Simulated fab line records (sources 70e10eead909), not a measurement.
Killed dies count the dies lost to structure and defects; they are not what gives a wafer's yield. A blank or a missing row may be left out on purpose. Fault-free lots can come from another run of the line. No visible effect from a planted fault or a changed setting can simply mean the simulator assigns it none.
2 desks, one fault + flow nand harc + numbers are kept per desk, each desk with only its own; the story behind them comes last

THE TOOL OWNER'S DESK: rie diel-07
The tool's own readings at NHARC_P_GATE_ETCH_104 (etches the open film in CF4/CHF3, target depth 60 nm): means of the sampled wafers that have a number, for each lot that ran on this tool. Marked OUT: a lot whose mean sits more than 4 standard deviations from the usual mean, which makes it out of limits; the brackets give that distance.
Columns: A = bias w at NHARC_P_GATE_ETCH_104, usual 200.1 W; B = cf4 flow sccm at NHARC_P_GATE_ETCH_104, usual 100.0 sccm; C = drypump motor current A at NHARC_P_GATE_ETCH_104, usual 5.87 A; D = oes product au at NHARC_P_GATE_ETCH_104, usual 0.943 a.u.; E = rf vpp V at NHARC_P_GATE_ETCH_104, usual 370.2 V; F = showerhead plenum p Torr at NHARC_P_GATE_ETCH_104, usual 1.56 Torr; G = throttle valve pct at NHARC_P_GATE_ETCH_104, usual 16.803 %
| lot  | first seen here | A     | B     | C    | D     | E     | F    | G      |
|------|-----------------|-------|-------|------|-------|-------|------|--------|
| L177 | day 4 18:53     | 200.2 | 100.2 | 5.89 | 0.947 | 370.5 | 1.58 | 16.808 |
| L181 | day 5 14:58     | 200.8 | 100.1 | 5.86 | 0.926 | 371.8 | 1.60 | 16.815 |
| L186 | day 6 18:13     | 200.3 | 100.0 | 5.82 | 0.916 | 371.7 | 1.60 | 16.807 |
| L190 | day 8 00:26     | 200.6 | 99.7  | 5.77 | 0.947 | 368.9 | 1.51 | 16.800 |
| L195 | day 9 07:08     | 199.6 | 100.2 | 5.79 | 0.962 | 368.4 | 1.51 | 16.810 |
| L199 | day 10 05:23    | 199.8 | 100.0 | 5.76 | 0.921 | 370.7 | 1.56 | 16.807 |
| L200 | day 10 05:49    | 200.8 | 99.8  | 5.88 | 0.929 | 372.5 | 1.63 | 16.805 |
Result from this desk: across the 7 lots, nothing is out of limits.

THE METROLOGY DESK
What the gauges read for every lot (on any tool): the sampled wafers with a number, averaged. Marked OUT: a lot whose mean sits more than 4 standard deviations from the usual mean, which makes it out of limits; the brackets give that distance.
Columns: A = cd nm at NHARC_P_GATE_CD_MEAS_11, usual 1639.9 nm
| lot  | first seen here | A      |
|------|-----------------|--------|
| L177 | day 4 03:40     | 1639.2 |
| L179 | day 4 08:23     | 1640.2 |
| L181 | day 5 01:19     | 1642.8 |
| L183 | day 5 13:55     | 1637.0 |
| L184 | day 5 22:08     | 1639.8 |
| L186 | day 6 03:57     | 1641.1 |
| L187 | day 6 15:44     | 1638.2 |
| L192 | day 7 10:01     | 1640.3 |
| L190 | day 7 10:04     | 1641.3 |
| L195 | day 8 16:43     | 1636.9 |
| L197 | day 9 00:06     | 1639.5 |
| L196 | day 9 00:16     | 1638.8 |
| L200 | day 9 14:23     | 1641.2 |
| L199 | day 9 14:26     | 1638.2 |
Result from this desk: across the 14 lots, nothing is out of limits.

PUT TOGETHER
The tool owner's desk saw nothing out of limits.
From the metrology desk's view, nothing was out of limits.

WHAT THE SIMULATOR HAD PUT IN
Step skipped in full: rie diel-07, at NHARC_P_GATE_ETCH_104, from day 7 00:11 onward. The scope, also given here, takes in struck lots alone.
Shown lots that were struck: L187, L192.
